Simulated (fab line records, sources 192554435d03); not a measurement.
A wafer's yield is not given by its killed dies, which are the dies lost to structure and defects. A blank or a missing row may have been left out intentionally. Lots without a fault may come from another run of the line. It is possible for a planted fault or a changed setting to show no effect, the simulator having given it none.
Split-lot trial	flow n5Finfet	route with 1938 steps; 7 lots, 21 wafers read

## SPLIT DETAILS
At N5_HKMG_FIN_COAT_43 (resist thk 90 nm), the setting spinRpm was moved away from the recipe's 1500 rpm on 8 of the 21 wafers read, by -10.3% to -4.0%. For the rest of the wafers, this setting stayed at what the recipe calls for.

## FROM THE SPLIT TO THE READING: what the file shows between them, 3 steps
- N5_HKMG_FIN_EBR_45
- N5_HKMG_FIN_SOFTBAKE_44: time 60 s
- N5_HKMG_FIN_DESCUM_53: chemistry O2, time 7.9 s

## THE READING
CAR-ArF_of_HKMG_FIN_COAT_43.thkNm (the simulator's own value, which no gauge read), in nm, at N5_HKMG_FIN_ETCH_54 (etches SiARC in CF4, target depth 45.5 nm, time 75.8 s). No usual value for it is given in the file. The 13 wafers here that ran the recipe average 50.7 nm, standard deviation 0.26 nm.

wafer	tool, chamber at the split	spinRpm as run, rpm	against the recipe	CAR-ArF_of_HKMG_FIN_COAT_43.thkNm, nm	against lot-mates on the recipe
L074.3	lithoTrack-02, 0	1409	-6.1%	53.6	+3.0
L074.4	lithoTrack-02, 0	1500	recipe	50.6	-
L074.6	lithoTrack-02, 0	1409	-6.1%	53.2	+2.6
L076.3	lithoTrack-01, 0	1500	recipe	50.6	-
L076.6	lithoTrack-01, 0	1500	recipe	50.6	-
L076.4	lithoTrack-01, 0	1424	-5.1%	53	+2.4
L081.2	lithoTrack-04, 0	1345	-10.3%	55.8	+4.8
L081.4	lithoTrack-04, 0	1345	-10.3%	55.8	+4.8
L081.3	lithoTrack-04, 0	1500	recipe	51	-
L084.3	lithoTrack-02, 0	1500	recipe	50.4	-
L084.4	lithoTrack-02, 0	1500	recipe	50.6	-
L084.5	lithoTrack-02, 0	1500	recipe	50.2	-
L094.4	lithoTrack-01, 0	1392	-7.2%	54.4	+3.4
L094.5	lithoTrack-01, 0	1392	-7.2%	54.4	+3.4
L094.6	lithoTrack-01, 0	1500	recipe	51	-
L095.1	lithoTrack-04, 0	1500	recipe	50.8	-
L095.4	lithoTrack-04, 0	1500	recipe	51	-
L095.5	lithoTrack-04, 0	1500	recipe	51.2	-
L096.4	lithoTrack-02, 0	1500	recipe	50.8	-
L096.6	lithoTrack-02, 0	1500	recipe	50.8	-
L096.5	lithoTrack-02, 0	1440	-4.0%	53	+2.2

FIT RESULTS
A straight line over all 21 wafers: CAR-ArF_of_HKMG_FIN_COAT_43.thkNm changes by -0.486 nm for each +1% of spinRpm; r = -0.99; the points scatter about the line by 0.27 nm.
The same after taking each lot's own level away (the mean of its wafers on the recipe; 21 wafers): -0.468 nm for each +1%; r = -1.00; scatter 0.14 nm.
The reading moves by 4.8 nm for the largest change in spinRpm, on that fit.
From 50.40 to 51.00 nm: that is the span of the lots' own levels, equal to 2.3 times the standard deviation above.
So the lot-to-lot level changes the slope little: the two slopes agree.
Check: with one of the wafers moved furthest among these (-10.3%) left out of the fit, the line predicts +4.86 nm for it against its lot-mates. It came out at +4.8 nm against them.

## FURTHER SPLITS ON THESE WAFERS
Before the reading, these wafers also passed through other splits. Each is held against what the fit with the lots' levels taken away leaves over:
other split on the same wafers	wafers away from the commonest value	r with CAR-ArF_of_HKMG_FIN_COAT_43.thkNm (lot level and that fit taken away)
N5_SD_ACTIVATION_LSA_01 tempC	4	-0.38
N5_ILD0_CMP_03 downForcePsi	7	-0.10
N5_HKMG_FIN_HK_ALD_01 aldCycles	6	+0.09

## THE WHOLE CHAIN: every reading that the file lists as answering this split, in the file's order
step	what it does	reading	change (the file's fit)	r (the file's)
N5_HKMG_FIN_COAT_43	resist thk 90 nm	CAR-ArF_of_HKMG_FIN_COAT_43.thkNm (the simulator's own value, which no gauge read)	-0.482 nm for each +1% of the setting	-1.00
N5_HKMG_FIN_ETCH_54	etches SiARC in CF4, target depth 45.5 nm, time 75.8 s	CAR-ArF_of_HKMG_FIN_COAT_43.thkNm (the simulator's own value, which no gauge read)	-0.473 nm for each +1% of the setting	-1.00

## THE FILE'S OWN FIT
CAR-ArF_of_HKMG_FIN_COAT_43.thkNm changes by -0.473 nm for each +1% of spinRpm, r = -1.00.
